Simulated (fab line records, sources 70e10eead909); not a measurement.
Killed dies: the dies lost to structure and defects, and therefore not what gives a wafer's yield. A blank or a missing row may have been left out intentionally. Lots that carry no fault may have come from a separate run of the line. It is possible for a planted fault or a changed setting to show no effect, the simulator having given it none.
fab line records / flow nand-harc
record lots=7 wafers=21 last-day=31
route steps=1302 shown P_STI@92 END@1302
lots untouched by any fault: they come from a run of this same line in which no faults occurred
start-h: the number of hours between the record's first day and the start of the first shown wafer of the lot / wait-h: hours since the lot's step before / " repeats the value in the row above / L1.1+2: one row covering several wafers at once / - no value present, or no start provided / * or withheld: withheld / < > ~ a bound
route shown NAME@n: a module of which the file shows steps, and the number in the route of the first / usual: mean/standard deviation of fault-free wafers / same: alike in all rows / chamber/n: place in a boat / sites: each site's reading / _std_site: how widely they spread, as a standard deviation / _edge_site: outer sites' mean less inner sites' / radius-mm: for every site, how far away it sits from the centre of the wafer / mask NAME#n: copy n / behind: the tool/chamber that last shaped the wafer / hold: why the lot was held/for how many hours/how that ended / device: names the non-switching transistor (n, p or np) / end of line: tests of these same wafers at the route's end / a step given without rows: its recipe and nothing more / killed: dies that structure and defects cost at the first sort, which is not the same as the wafer's yield / map: a wafer's dies, marking killed ones x, the rest . and places with no die _
set.NAME: the run value of the setting; set.NAME@STEP: its run value at that earlier step / model.NAME: the simulator's own value behind a step, which no gauge read
lots seen at some steps along the route; tables by step, rows by wafer
services: when a tool's chamber went out of use (start-h, in hours from the record's first day, below 0 if earlier), for how many hours, and the reason
## steps
# step NHARC_P_STI_OCD_MEAS_17
# usual trench-depth-nm=300/6.5 trench-foot-cd-nm=158.9/2.5
lot.wafer=L414.1 tool=ocd-02 chamber=- start-h=60.30 wait-h=0.1 trench-depth-nm=306 trench-foot-cd-nm=155.0
lot.wafer=L414.5 tool=ocd-02 chamber=- start-h=60.30 wait-h=0.1 trench-depth-nm=306 trench-foot-cd-nm=158.8
lot.wafer=L414.6 tool=ocd-02 chamber=- start-h=60.30 wait-h=0.1 trench-depth-nm=288 trench-foot-cd-nm=161.6
lot.wafer=L420.1 tool=ocd-02 chamber=- start-h=113.43 wait-h=0.1 trench-depth-nm=294 trench-foot-cd-nm=161.0
lot.wafer=L420.4 tool=ocd-02 chamber=- start-h=113.43 wait-h=0.1 trench-depth-nm=305 trench-foot-cd-nm=156.5
lot.wafer=L420.5 tool=ocd-02 chamber=- start-h=113.43 wait-h=0.1 trench-depth-nm=309 trench-foot-cd-nm=158.8
lot.wafer=L425.2 tool=ocd-02 chamber=- start-h=163.86 wait-h=0.1 trench-depth-nm=304 trench-foot-cd-nm=160.6
lot.wafer=L425.5 tool=ocd-02 chamber=- start-h=163.86 wait-h=0.1 trench-depth-nm=306 trench-foot-cd-nm=159.9
lot.wafer=L425.6 tool=ocd-02 chamber=- start-h=163.86 wait-h=0.1 trench-depth-nm=291 trench-foot-cd-nm=161.3
lot.wafer=L426.3 tool=ocd-01 chamber=- start-h=174.98 wait-h=0.1 trench-depth-nm=293 trench-foot-cd-nm=158.1
lot.wafer=L426.4 tool=ocd-01 chamber=- start-h=174.98 wait-h=0.1 trench-depth-nm=306 trench-foot-cd-nm=157.2
lot.wafer=L426.5 tool=ocd-01 chamber=- start-h=174.98 wait-h=0.1 trench-depth-nm=310 trench-foot-cd-nm=150.7
lot.wafer=L427.2 tool=ocd-02 chamber=- start-h=184.73 wait-h=0.1 trench-depth-nm=305 trench-foot-cd-nm=158.3
lot.wafer=L427.4 tool=ocd-02 chamber=- start-h=184.73 wait-h=0.1 trench-depth-nm=292 trench-foot-cd-nm=162.7
lot.wafer=L427.6 tool=ocd-02 chamber=- start-h=184.73 wait-h=0.1 trench-depth-nm=292 trench-foot-cd-nm=158.2
lot.wafer=L428.1 tool=ocd-02 chamber=- start-h=195.30 wait-h=0.1 trench-depth-nm=307 trench-foot-cd-nm=156.5
lot.wafer=L428.2 tool=ocd-02 chamber=- start-h=195.30 wait-h=0.1 trench-depth-nm=302 trench-foot-cd-nm=157.6
lot.wafer=L428.4 tool=ocd-02 chamber=- start-h=195.30 wait-h=0.1 trench-depth-nm=298 trench-foot-cd-nm=158.4
lot.wafer=L429.3 tool=ocd-01 chamber=- start-h=203.11 wait-h=0.1 trench-depth-nm=303 trench-foot-cd-nm=154.1
lot.wafer=L429.5 tool=ocd-01 chamber=- start-h=203.11 wait-h=0.1 trench-depth-nm=300 trench-foot-cd-nm=157.5
lot.wafer=L429.6 tool=ocd-01 chamber=- start-h=203.11 wait-h=0.1 trench-depth-nm=303 trench-foot-cd-nm=157.1
# step NHARC_P_STI_STRIP_19
# recipe time-s=900 temp-c=130 chemistry=SPM
# step NHARC_P_STI_PRECLEAN_32
# recipe time-s=* temp-c=50 bath-age-min=0 chemistry=SC1
# step NHARC_P_STI_SRD_23
# step NHARC_P_STI_OCD_MEAS_43
# usual trench-depth-nm=300/6.5 trench-foot-cd-nm=158.9/2.4
lot.wafer=L414.1 tool=ocd-02 chamber=- start-h=60.81 wait-h=- trench-depth-nm=306 trench-foot-cd-nm=155.4
lot.wafer=L414.5 tool=ocd-02 chamber=- start-h=60.81 wait-h=- trench-depth-nm=306 trench-foot-cd-nm=158.7
lot.wafer=L414.6 tool=ocd-02 chamber=- start-h=60.81 wait-h=- trench-depth-nm=288 trench-foot-cd-nm=161.2
lot.wafer=L420.1 tool=ocd-01 chamber=- start-h=113.94 wait-h=- trench-depth-nm=294 trench-foot-cd-nm=161.0
lot.wafer=L420.4 tool=ocd-01 chamber=- start-h=113.94 wait-h=- trench-depth-nm=305 trench-foot-cd-nm=156.2
lot.wafer=L420.5 tool=ocd-01 chamber=- start-h=113.94 wait-h=- trench-depth-nm=309 trench-foot-cd-nm=158.9
lot.wafer=L425.2 tool=ocd-01 chamber=- start-h=164.36 wait-h=- trench-depth-nm=304 trench-foot-cd-nm=160.2
lot.wafer=L425.5 tool=ocd-01 chamber=- start-h=164.36 wait-h=- trench-depth-nm=306 trench-foot-cd-nm=160.0
lot.wafer=L425.6 tool=ocd-01 chamber=- start-h=164.36 wait-h=- trench-depth-nm=291 trench-foot-cd-nm=161.2
lot.wafer=L426.3 tool=ocd-02 chamber=- start-h=175.50 wait-h=- trench-depth-nm=293 trench-foot-cd-nm=158.1
lot.wafer=L426.4 tool=ocd-02 chamber=- start-h=175.50 wait-h=- trench-depth-nm=305 trench-foot-cd-nm=156.8
lot.wafer=L426.5 tool=ocd-02 chamber=- start-h=175.50 wait-h=- trench-depth-nm=311 trench-foot-cd-nm=151.5
lot.wafer=L427.2 tool=ocd-01 chamber=- start-h=185.24 wait-h=- trench-depth-nm=305 trench-foot-cd-nm=158.5
lot.wafer=L427.4 tool=ocd-01 chamber=- start-h=185.24 wait-h=- trench-depth-nm=292 trench-foot-cd-nm=163.8
lot.wafer=L427.6 tool=ocd-01 chamber=- start-h=185.24 wait-h=- trench-depth-nm=292 trench-foot-cd-nm=158.0
lot.wafer=L428.1 tool=ocd-02 chamber=- start-h=195.90 wait-h=- trench-depth-nm=307 trench-foot-cd-nm=156.6
lot.wafer=L428.2 tool=ocd-02 chamber=- start-h=195.90 wait-h=- trench-depth-nm=302 trench-foot-cd-nm=157.6
lot.wafer=L428.4 tool=ocd-02 chamber=- start-h=195.90 wait-h=- trench-depth-nm=298 trench-foot-cd-nm=158.9
lot.wafer=L429.3 tool=ocd-02 chamber=- start-h=203.62 wait-h=- trench-depth-nm=303 trench-foot-cd-nm=154.4
lot.wafer=L429.5 tool=ocd-02 chamber=- start-h=203.62 wait-h=- trench-depth-nm=300 trench-foot-cd-nm=157.7
lot.wafer=L429.6 tool=ocd-02 chamber=- start-h=203.62 wait-h=- trench-depth-nm=302 trench-foot-cd-nm=157.2
# step NHARC_P_STI_OXIDE_33
# recipe target-thk-a=100 temp-c=1000 ox-time-s=281 material=SiO2
# step NHARC_P_STI_HDPCVD_20
# recipe target-thk-a=withheld sigma-open-frac=withheld material=SiO2
# step NHARC_P_STI_ANNEAL_34
# recipe temp-c=1000 time-s=1800
# step NHARC_P_STI_CMP_21
# recipe t-overpolish-s=20 target-thk-nm=380.67
# usual motor-current-A=12.4/1.4 overpolish-run-s=20.000/0.0094
lot.wafer=L414.1 tool=cmp-02 chamber=3 start-h=80.16 wait-h=0.4 motor-current-A=12.0 overpolish-run-s=20.008
lot.wafer=L414.6 tool=cmp-02 chamber=2 start-h=80.16 wait-h=0.4 motor-current-A=11.4 overpolish-run-s=20.005
lot.wafer=L414.5 tool=cmp-02 chamber=3 start-h=80.16 wait-h=0.4 motor-current-A=11.7 overpolish-run-s=19.993
lot.wafer=L420.1 tool=cmp-04 chamber=1 start-h=133.63 wait-h=0.4 motor-current-A=15.3 overpolish-run-s=19.998
lot.wafer=L420.4 tool=cmp-04 chamber=2 start-h=133.63 wait-h=0.4 motor-current-A=13.3 overpolish-run-s=20.008
lot.wafer=L420.5 tool=cmp-04 chamber=0 start-h=133.63 wait-h=0.4 motor-current-A=10.6 overpolish-run-s=20.004
lot.wafer=L425.2 tool=cmp-03 chamber=1 start-h=181.67 wait-h=0.4 motor-current-A=14.1 overpolish-run-s=19.990
lot.wafer=L425.5 tool=cmp-03 chamber=2 start-h=181.67 wait-h=0.4 motor-current-A=11.0 overpolish-run-s=19.999
lot.wafer=L425.6 tool=cmp-03 chamber=3 start-h=181.67 wait-h=0.4 motor-current-A=12.0 overpolish-run-s=19.985
lot.wafer=L426.4 tool=cmp-02 chamber=1 start-h=192.27 wait-h=0.4 motor-current-A=13.2 overpolish-run-s=20.011
lot.wafer=L426.3 tool=cmp-02 chamber=2 start-h=192.27 wait-h=0.4 motor-current-A=11.0 overpolish-run-s=19.997
lot.wafer=L426.5 tool=cmp-02 chamber=1 start-h=192.27 wait-h=0.4 motor-current-A=13.3 overpolish-run-s=19.993
lot.wafer=L427.4 tool=cmp-03 chamber=3 start-h=209.55 wait-h=0.4 motor-current-A=11.7 overpolish-run-s=20.005
lot.wafer=L427.2 tool=cmp-03 chamber=1 start-h=209.55 wait-h=0.4 motor-current-A=14.0 overpolish-run-s=19.982
lot.wafer=L427.6 tool=cmp-03 chamber=3 start-h=209.55 wait-h=0.4 motor-current-A=12.4 overpolish-run-s=20.002
lot.wafer=L428.1 tool=cmp-02 chamber=3 start-h=209.55 wait-h=0.4 motor-current-A=12.5 overpolish-run-s=20.001
lot.wafer=L428.4 tool=cmp-02 chamber=1 start-h=209.55 wait-h=0.4 motor-current-A=13.5 overpolish-run-s=20.000
lot.wafer=L428.2 tool=cmp-02 chamber=2 start-h=209.55 wait-h=0.4 motor-current-A=10.5 overpolish-run-s=19.993
lot.wafer=L429.3 tool=cmp-02 chamber=3 start-h=227.96 wait-h=0.4 motor-current-A=11.6 overpolish-run-s=19.993
lot.wafer=L429.6 tool=cmp-02 chamber=2 start-h=227.96 wait-h=0.4 motor-current-A=11.6 overpolish-run-s=20.017
lot.wafer=L429.5 tool=cmp-02 chamber=3 start-h=227.96 wait-h=0.4 motor-current-A=12.1 overpolish-run-s=20.002
# step NHARC_P_STI_SRD_35
# step NHARC_P_STI_ETCH_36
# recipe target-depth-a=388 chemistry=dHF material=SiO2
# step NHARC_P_STI_STRIP_24
# recipe temp-c=160 chemistry=H3PO4 material=Si3N4
# usual bath-guard-temp-C=159.9/0.51 bath-heat-duty-pct=27/3.1
lot.wafer=L414.6 tool=wet-bench-03 chamber=1 start-h=80.48 wait-h=0.0 bath-guard-temp-C=159.4 bath-heat-duty-pct=27
lot.wafer=L414.5 tool=wet-bench-03 chamber=3 start-h=80.48 wait-h=0.0 bath-guard-temp-C=160.1 bath-heat-duty-pct=26
lot.wafer=L414.1 tool=wet-bench-03 chamber=6 start-h=80.48 wait-h=0.0 bath-guard-temp-C=158.9 bath-heat-duty-pct=24
lot.wafer=L420.1 tool=wet-bench-05 chamber=7 start-h=133.91 wait-h=0.0 bath-guard-temp-C=160.5 bath-heat-duty-pct=25
lot.wafer=L420.4 tool=wet-bench-05 chamber=0 start-h=133.91 wait-h=0.0 bath-guard-temp-C=160.6 bath-heat-duty-pct=28
lot.wafer=L420.5 tool=wet-bench-05 chamber=2 start-h=133.91 wait-h=0.0 bath-guard-temp-C=160.5 bath-heat-duty-pct=31
lot.wafer=L425.6 tool=wet-bench-05 chamber=4 start-h=181.93 wait-h=0.0 bath-guard-temp-C=159.8 bath-heat-duty-pct=31
lot.wafer=L425.2 tool=wet-bench-05 chamber=6 start-h=181.93 wait-h=0.0 bath-guard-temp-C=160.4 bath-heat-duty-pct=32
lot.wafer=L425.5 tool=wet-bench-05 chamber=0 start-h=181.93 wait-h=0.0 bath-guard-temp-C=160.4 bath-heat-duty-pct=28
lot.wafer=L426.3 tool=wet-bench-09 chamber=4 start-h=192.59 wait-h=0.0 bath-guard-temp-C=160.8 bath-heat-duty-pct=27
lot.wafer=L426.4 tool=wet-bench-09 chamber=6 start-h=192.59 wait-h=0.0 bath-guard-temp-C=160.2 bath-heat-duty-pct=28
lot.wafer=L426.5 tool=wet-bench-09 chamber=7 start-h=192.59 wait-h=0.0 bath-guard-temp-C=160.3 bath-heat-duty-pct=27
lot.wafer=L427.6 tool=wet-bench-09 chamber=3 start-h=209.89 wait-h=0.0 bath-guard-temp-C=- bath-heat-duty-pct=-
lot.wafer=L427.2 tool=wet-bench-09 chamber=6 start-h=209.89 wait-h=0.0 bath-guard-temp-C=- bath-heat-duty-pct=-
lot.wafer=L427.4 tool=wet-bench-09 chamber=7 start-h=209.89 wait-h=0.0 bath-guard-temp-C=- bath-heat-duty-pct=-
lot.wafer=L428.2 tool=wet-bench-05 chamber=4 start-h=209.90 wait-h=0.0 bath-guard-temp-C=- bath-heat-duty-pct=-
lot.wafer=L428.1 tool=wet-bench-05 chamber=5 start-h=209.90 wait-h=0.0 bath-guard-temp-C=- bath-heat-duty-pct=-
lot.wafer=L428.4 tool=wet-bench-05 chamber=6 start-h=209.90 wait-h=0.0 bath-guard-temp-C=- bath-heat-duty-pct=-
lot.wafer=L429.5 tool=wet-bench-05 chamber=5 start-h=228.28 wait-h=0.0 bath-guard-temp-C=- bath-heat-duty-pct=-
lot.wafer=L429.3 tool=wet-bench-05 chamber=6 start-h=228.28 wait-h=0.0 bath-guard-temp-C=- bath-heat-duty-pct=-
lot.wafer=L429.6 tool=wet-bench-05 chamber=7 start-h=228.28 wait-h=0.0 bath-guard-temp-C=- bath-heat-duty-pct=-
# step NHARC_P_STI_ETCH_37
# recipe target-depth-a=110 chemistry=dHF material=SiO2
# step NHARC_END_SORT_01
# recipe temp-c=25
# usual killed-at-array=64/20 killed-at-other=0.7/1.1 killed-at-periphery=3.6/2.7 killed-dies=68/20 killed-open=2.8/1.9 killed-short=2.3/1.5
# same gross-dies=677
lot.wafer=L428.1 tool=prober-02 chamber=0 start-h=704.05 wait-h=2.5 killed-at-array=76 killed-at-other=0 killed-at-periphery=601 killed-dies=677 killed-open=5 killed-short=1
lot.wafer=L428.2 tool=prober-02 chamber=0 start-h=704.86 wait-h=2.8 killed-at-array=100 killed-at-other=0 killed-at-periphery=577 killed-dies=677 killed-open=1 killed-short=1
lot.wafer=L428.4 tool=prober-02 chamber=0 start-h=706.48 wait-h=3.4 killed-at-array=80 killed-at-other=0 killed-at-periphery=597 killed-dies=677 killed-open=2 killed-short=1
lot.wafer=L429.3 tool=prober-01 chamber=0 start-h=727.24 wait-h=3.1 killed-at-array=71 killed-at-other=0 killed-at-periphery=606 killed-dies=677 killed-open=4 killed-short=0
lot.wafer=L429.5 tool=prober-01 chamber=0 start-h=728.83 wait-h=3.7 killed-at-array=77 killed-at-other=0 killed-at-periphery=600 killed-dies=677 killed-open=3 killed-short=3
lot.wafer=L429.6 tool=prober-01 chamber=0 start-h=729.62 wait-h=4.0 killed-at-array=74 killed-at-other=0 killed-at-periphery=603 killed-dies=677 killed-open=0 killed-short=1
lot.wafer=L427.2 tool=prober-02 chamber=0 start-h=731.44 wait-h=2.8 killed-at-array=74 killed-at-other=0 killed-at-periphery=603 killed-dies=677 killed-open=1 killed-short=2
lot.wafer=L427.4 tool=prober-02 chamber=0 start-h=733.04 wait-h=3.4 killed-at-array=84 killed-at-other=0 killed-at-periphery=593 killed-dies=677 killed-open=3 killed-short=1
lot.wafer=L427.6 tool=prober-02 chamber=0 start-h=734.65 wait-h=4.0 killed-at-array=84 killed-at-other=0 killed-at-periphery=593 killed-dies=677 killed-open=3 killed-short=3
# killed by level:class
L428.1 P_STI:area-strip=595 A_CHANNEL_HOLE_D1:chamber-film-flake=28 A_SLIT:chamber-film-flake=25 A_CHANNEL_HOLE_D2:chamber-film-flake=8 A_CONTACT:chamber-film-flake=4 A_ZERO_WELL:chamber-film-flake=3 P_CONTACT:geometric-particle:open=2 A_STAIRCASE:chamber-film-flake=2
L428.2 P_STI:area-strip=572 A_CHANNEL_HOLE_D1:chamber-film-flake=36 A_SLIT:chamber-film-flake=34 A_CHANNEL_HOLE_D2:chamber-film-flake=16 P_BONDPAD:chamber-film-flake=4 A_STAIRCASE:chamber-film-flake=4 A_CONTACT:chamber-film-flake=4 A_ZERO_WELL:chamber-film-flake=2
L428.4 P_STI:area-strip=595 A_CHANNEL_HOLE_D1:chamber-film-flake=33 A_SLIT:chamber-film-flake=26 A_CHANNEL_HOLE_D2:chamber-film-flake=11 A_DECK1_JOINT:chamber-film-flake=3 A_CHANNEL_FILL_D2:geometric-particle:open=2 A_CONTACT:chamber-film-flake=2 A_CHANNEL_FILL_D2:geometric-particle:short=1
L429.3 P_STI:area-strip=601 A_CHANNEL_HOLE_D1:chamber-film-flake=35 A_SLIT:chamber-film-flake=29 A_CHANNEL_HOLE_D2:geometric-particle:open=2 P_CONTACT:chamber-film-flake=2 A_STAIRCASE:chamber-film-flake=2 P_M1:geometric-particle:open=1 A_CHANNEL_FILL_D1:geometric-particle:open=1
L429.5 P_STI:area-strip=594 A_SLIT:chamber-film-flake=31 A_CHANNEL_HOLE_D1:chamber-film-flake=30 A_CONTACT:chamber-film-flake=7 P_STI:chamber-film-flake=4 A_STAIRCASE:chamber-film-flake=4 A_ONON_D2:geometric-particle:open=2 P_STI:geometric-particle:short=1
L429.6 P_STI:area-strip=598 A_CHANNEL_HOLE_D1:chamber-film-flake=33 A_SLIT:chamber-film-flake=28 A_CONTACT:chamber-film-flake=9 P_GATE:chamber-film-flake=3 P_STI:chamber-film-flake=2 A_STAIRCASE:chamber-film-flake=2 A_CHANNEL_FILL_D2:geometric-particle:short=1
L427.2 P_STI:area-strip=601 A_CHANNEL_HOLE_D1:chamber-film-flake=30 A_CHANNEL_HOLE_D2:chamber-film-flake=22 A_CONTACT:chamber-film-flake=6 A_SGD_CUT:chamber-film-flake=4 A_SLIT:chamber-film-flake=3 A_STAIRCASE:chamber-film-flake=3 A_ZERO_WELL:chamber-film-flake=2
L427.4 P_STI:area-strip=592 A_CHANNEL_HOLE_D1:chamber-film-flake=36 A_CHANNEL_HOLE_D2:chamber-film-flake=24 A_CONTACT:chamber-film-flake=9 A_STAIRCASE:chamber-film-flake=6 A_SGD_CUT:chamber-film-flake=4 P_CONTACT:geometric-particle:open=1 A_CHANNEL_FILL_D2:geometric-particle:short=1
L427.6 P_STI:area-strip=593 A_CHANNEL_HOLE_D1:chamber-film-flake=36 A_CHANNEL_HOLE_D2:chamber-film-flake=20 A_CONTACT:chamber-film-flake=10 A_SLIT:chamber-film-flake=6 A_DECK1_JOINT:geometric-particle:open=3 A_STAIRCASE:chamber-film-flake=3 A_SGD_CUT:chamber-film-flake=2
# map L427.2 (x killed, . not)
____________x____________
_________xxxxxxx_________
_______xxxxxxxxxxx_______
______xxxxxxxxxxxxx______
_____xxxxxxxxxxxxxxx_____
____xxxxxxxxxxxxxxxxx____
____xxxxxxxxxxxxxxxxx____
___xxxxxxxxxxxxxxxxxxx___
___xxxxxxxxxxxxxxxxxxx___
__xxxxxxxxxxxxxxxxxxxxx__
__xxxxxxxxxxxxxxxxxxxxx__
_xxxxxxxxxxxxxxxxxxxxxxx_
_xxxxxxxxxxxxxxxxxxxxxxx_
_xxxxxxxxxxxxxxxxxxxxxxx_
_xxxxxxxxxxxxxxxxxxxxxxx_
_xxxxxxxxxxxxxxxxxxxxxxx_
xxxxxxxxxxxxxxxxxxxxxxxxx
xxxxxxxxxxxxxxxxxxxxxxxxx
xxxxxxxxxxxxxxxxxxxxxxxxx
xxxxxxxxxxxxxxxxxxxxxxxxx
xxxxxxxxxxxxxxxxxxxxxxxxx
_xxxxxxxxxxxxxxxxxxxxxxx_
_xxxxxxxxxxxxxxxxxxxxxxx_
_xxxxxxxxxxxxxxxxxxxxxxx_
_xxxxxxxxxxxxxxxxxxxxxxx_
_xxxxxxxxxxxxxxxxxxxxxxx_
__xxxxxxxxxxxxxxxxxxxxx__
__xxxxxxxxxxxxxxxxxxxxx__
___xxxxxxxxxxxxxxxxxxx___
___xxxxxxxxxxxxxxxxxxx___
____xxxxxxxxxxxxxxxxx____
____xxxxxxxxxxxxxxxxx____
_____xxxxxxxxxxxxxxx_____
______xxxxxxxxxxxxx______
_______xxxxxxxxxxx_______
_________xxxxxxx_________
____________x____________
# map L428.1 (x killed, . not)
____________x____________
_________xxxxxxx_________
_______xxxxxxxxxxx_______
______xxxxxxxxxxxxx______
_____xxxxxxxxxxxxxxx_____
____xxxxxxxxxxxxxxxxx____
____xxxxxxxxxxxxxxxxx____
___xxxxxxxxxxxxxxxxxxx___
___xxxxxxxxxxxxxxxxxxx___
__xxxxxxxxxxxxxxxxxxxxx__
__xxxxxxxxxxxxxxxxxxxxx__
_xxxxxxxxxxxxxxxxxxxxxxx_
_xxxxxxxxxxxxxxxxxxxxxxx_
_xxxxxxxxxxxxxxxxxxxxxxx_
_xxxxxxxxxxxxxxxxxxxxxxx_
_xxxxxxxxxxxxxxxxxxxxxxx_
xxxxxxxxxxxxxxxxxxxxxxxxx
xxxxxxxxxxxxxxxxxxxxxxxxx
xxxxxxxxxxxxxxxxxxxxxxxxx
xxxxxxxxxxxxxxxxxxxxxxxxx
xxxxxxxxxxxxxxxxxxxxxxxxx
_xxxxxxxxxxxxxxxxxxxxxxx_
_xxxxxxxxxxxxxxxxxxxxxxx_
_xxxxxxxxxxxxxxxxxxxxxxx_
_xxxxxxxxxxxxxxxxxxxxxxx_
_xxxxxxxxxxxxxxxxxxxxxxx_
__xxxxxxxxxxxxxxxxxxxxx__
__xxxxxxxxxxxxxxxxxxxxx__
___xxxxxxxxxxxxxxxxxxx___
___xxxxxxxxxxxxxxxxxxx___
____xxxxxxxxxxxxxxxxx____
____xxxxxxxxxxxxxxxxx____
_____xxxxxxxxxxxxxxx_____
______xxxxxxxxxxxxx______
_______xxxxxxxxxxx_______
_________xxxxxxx_________
____________x____________
## services
tool=cmp-03 chamber=- start-h=67.04 hours=4.0 kind=pm
tool=cmp-02 chamber=- start-h=71.40 hours=1.9 kind=repair
tool=cmp-03 chamber=- start-h=75.13 hours=0.9 kind=repair
tool=wet-bench-05 chamber=- start-h=84.80 hours=8.0 kind=pm
tool=wet-bench-05 chamber=0 start-h=92.80 hours=- kind=consumable-replace:bath
tool=wet-bench-05 chamber=0 start-h=92.80 hours=- kind=consumable-replace:filter
tool=wet-bench-05 chamber=1 start-h=92.80 hours=- kind=consumable-replace:bath
tool=wet-bench-05 chamber=1 start-h=92.80 hours=- kind=consumable-replace:filter
tool=wet-bench-05 chamber=2 start-h=92.80 hours=- kind=consumable-replace:bath
tool=cmp-04 chamber=- start-h=94.04 hours=0.5 kind=repair
tool=cmp-04 chamber=- start-h=100.07 hours=0.8 kind=repair
tool=cmp-04 chamber=- start-h=111.93 hours=4.0 kind=pm
tool=cmp-02 chamber=- start-h=124.84 hours=3.8 kind=repair
tool=cmp-03 chamber=- start-h=126.62 hours=5.0 kind=repair
tool=cmp-02 chamber=- start-h=134.50 hours=4.0 kind=pm
tool=cmp-04 chamber=- start-h=156.23 hours=2.0 kind=repair
tool=cmp-02 chamber=- start-h=162.54 hours=0.6 kind=repair
tool=cmp-03 chamber=- start-h=165.04 hours=4.0 kind=pm
tool=cmp-02 chamber=- start-h=168.79 hours=1.2 kind=repair
tool=wet-bench-09 chamber=- start-h=176.80 hours=8.0 kind=pm
tool=cmp-04 chamber=- start-h=197.69 hours=2.7 kind=repair
tool=cmp-04 chamber=- start-h=203.53 hours=1.6 kind=repair
tool=cmp-04 chamber=- start-h=209.93 hours=4.0 kind=pm
tool=wet-bench-03 chamber=- start-h=210.40 hours=8.0 kind=pm
## key
first-sign step=NHARC_P_STI_STRIP_24 reading=tool-record direction=missing
effect step=NHARC_END_SORT_01 reading=killed-at-periphery direction=up sigmas=99+ usual=3.6 struck=597
more-kills-born-at NHARC_P_STI_STRIP_24@wet-bench-05=3555 NHARC_P_STI_STRIP_24@wet-bench-09=1786
met-at NHARC_P_STI_STRIP_24
struck-wafers L427.2,L427.4,L427.6,L428.1,L428.2,L428.4,L429.3,L429.5,L429.6
later-rows-left-out L427.2,L427.4,L427.6,L428.1,L428.2,L428.4,L429.3,L429.5,L429.6
tester-left-out L427,L428,L429
onset-between 192.59 209.89
fault kind=skipped-step-whole tool=wet-bench-05,wet-bench-09 chamber=- onset-h=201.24 steps=NHARC_P_STI_STRIP_24 scope=struck-lots-only
# tester-left-out: of these lots the tester's yield and bins aren't shown, on N5 and GAA mostly nor the transistor test; their killed dies are dies lost to structure and defects alone, not to doping, threshold or leakage, so they don't give the yield
# later-rows-left-out: the simulator's readings of these wafers behind a module that went badly wrong aren't trusted and aren't shown, but for the sort
